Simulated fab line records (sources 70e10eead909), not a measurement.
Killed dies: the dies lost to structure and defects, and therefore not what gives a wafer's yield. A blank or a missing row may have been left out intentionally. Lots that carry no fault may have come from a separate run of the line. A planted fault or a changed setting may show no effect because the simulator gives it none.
Chamber matching + flow nand harc + 4 sister chambers for NHARC_A_CHANNEL_FILL_D1_ALD_25 on ald hk-04
The step deposits SiOx, target thk 60 nm, pulse time 10 s, ald cycles 600. 8 wafers are shown with their chamber, then 7 later ones without.

## WAFERS WITH THEIR CHAMBER
| wafer  | chamber | heater power w (W) | susceptor temp C (C) |
|--------|---------|--------------------|----------------------|
| L074.2 | 1       | 451                | 300.02               |
| L080.4 | 0       | 544                | 299.95               |
| L080.3 | 2       | 405                | 299.65               |
| L083.2 | 0       | 531                | 299.80               |
| L083.3 | 3       | 451                | 300.00               |
| L083.5 | 2       | 400                | 299.96               |
| L090.1 | 1       | 480                | 300.39               |
| L090.5 | 3       | 447                | 300.22               |

## WAFERS WITHOUT THEIR CHAMBER
| wafer  | heater power w (W) | susceptor temp C (C) |
|--------|--------------------|----------------------|
| L090.6 | 537                | 300.21               |
| L093.1 | 410                | 299.88               |
| L093.3 | 524                | 299.97               |
| L093.4 | 481                | 299.84               |
| L094.4 | 495                | 299.84               |
| L094.2 | 458                | 300.11               |
| L094.6 | 547                | 299.97               |

## WHICH CHAMBER EACH ONE RAN IN
| wafer  | from the rows above          | in truth |
|--------|------------------------------|----------|
| L090.6 | 0                            | 0        |
| L093.1 | 2                            | 2        |
| L093.3 | 0                            | 0        |
| L093.4 | can't be placed: 1 or 3      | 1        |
| L094.4 | can't be placed: 1 or 0 or 3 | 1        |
| L094.2 | can't be placed: 3 or 1      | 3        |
| L094.6 | 0                            | 0        |
4 of 7 placed correctly. Unplaceable from these rows: 3, with the true chamber sitting among the candidates in 3. 0 placed wrongly.
How it was worked out, from the rows above alone: a wafer's distance from a chamber is the root of the sum, over the readings, of the square of ((its reading less the chamber's mean) divided by the reading's scatter). If the next closest chamber is less than 2 further off than the closest, the wafer can't be placed; otherwise it belongs to the closest. The mean given for a chamber averages the wafers shown for that chamber. The scatter is the square root of a quotient: the sum, over the shown wafers, of each reading's squared deviation from its chamber's mean, divided by wafers minus chambers.
